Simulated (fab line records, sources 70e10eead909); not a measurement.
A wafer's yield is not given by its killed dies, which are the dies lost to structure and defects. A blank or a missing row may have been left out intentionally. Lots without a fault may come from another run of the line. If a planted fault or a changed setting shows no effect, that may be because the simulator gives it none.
A struck lot beside a sound one | flow nandHarc | 15 steps out of a route of 1302
Sound: wafers L892.1, L892.5, L892.6. Struck: wafers L881.1, L881.2, L881.4. At the end, the cause is stated.
Order at every step that has rows: each side's tool, ch and its chambers, its first start. Under that, the readings that differ: sound wafers | struck wafers | difference of the means | sigmas: that difference in standard deviations of wafers without a fault.
alike: readings whose means differ by less than 2 such deviations, and words and numbers that are the same on both sides. not compared: withheld readings, readings that some wafer has no value for, bounds like >300 that may hide the same value, and numbers for which the record gives no deviation and whose values overlap.
The two part at a step that has a row with sigmas, a row that says differs or no value, or rows on one side only. Non-overlapping numbers with no deviation appear without sigmas and do not part them. Lack of a reading on every wafer of one side parts them only where that side has two or more wafers.

first, 2 steps without rows for these wafers: NHARC_A_CONTACT_STRIP_100 (strips in CF4/CHF3); NHARC_A_CONTACT_STRIP_101 (strips in O2/COS).
NHARC_A_CONTACT_ETCH_102: etches the open film in CF4/O2, target depth 100 nm, overetch 10 nm, time 55 s.
  sound on rieDiel-04 ch 1,2, day 29 03:18; struck on rieDiel-02 ch 0,1,2, day 24 21:43
  alike: biasW, drypumpMotorCurrentA, oes_o_777_au, oesProductAu, rfVppV, showerheadPlenumPTorr, throttleValvePct
  not compared: rfHoursCounterH
NHARC_A_CONTACT_STRIP_55: strips in O2.
  sound on rieDiel-04 ch 0,1,2; struck on rieDiel-02 ch 0,1,2
reading              | sound                | struck               | difference | sigmas
throttleValvePct (%) | 17.031 17.024 17.034 | 17.044 17.050 17.052 | +0.019     | +2
  alike: drypumpMotorCurrentA, oesProductAu, rfVppV, showerheadPlenumPTorr
  not compared: rfHoursCounterH
then, 1 step without rows for these wafers: NHARC_A_CONTACT_STRIP_56 (strips in post etch residue remover, time 600 s).
NHARC_A_CONTACT_DEP_57: deposits aC, target thk 5300 nm.
  sound on aclDep-02 ch 0, day 29 05:47; struck on aclDep-03 ch 0, day 24 22:33
reading            | sound                | struck | difference                    | sigmas
susceptorTempC (C) | 400.19 400.15 400.20 | - - -  | no value on the struck wafers | 
  alike: throttleValvePct
NHARC_A_CONTACT_DEP_58: deposits SiON, target thk 90 nm.
  sound on pecvd-04 ch 0,1, day 29 09:08; struck on pecvd-01 ch 0,2, day 25 01:47
  alike: heaterPowerW, susceptorTempC
then, 5 steps without rows for these wafers: NHARC_A_CONTACT_DEHYDRATE_59 (time 120 s); NHARC_A_CONTACT_HMDS_60 (time 30 s); NHARC_A_CONTACT_COAT_61 (time 75 s); NHARC_A_CONTACT_COAT_62 (time 65 s); NHARC_A_CONTACT_COAT_63 (resist thk 90 nm).
NHARC_A_CONTACT_SOFTBAKE_64: time 55 s.
  sound on lithoTrack-04 ch 0, day 29 09:00; struck on lithoTrack-01 ch 0, day 25 02:00
reading               | sound                | struck               | difference | sigmas
heaterPowerTotalW (W) | 188.47 188.44 188.41 | 191.54 191.56 191.53 | +3.10      | +22
then, 2 steps without rows for these wafers: NHARC_A_CONTACT_EBR_65; NHARC_END_SORT_01.

== WHERE THEY PART ==
First at NHARC_A_CONTACT_STRIP_55; last, within this record, at NHARC_A_CONTACT_SOFTBAKE_64.

WHY: what the simulator had put in
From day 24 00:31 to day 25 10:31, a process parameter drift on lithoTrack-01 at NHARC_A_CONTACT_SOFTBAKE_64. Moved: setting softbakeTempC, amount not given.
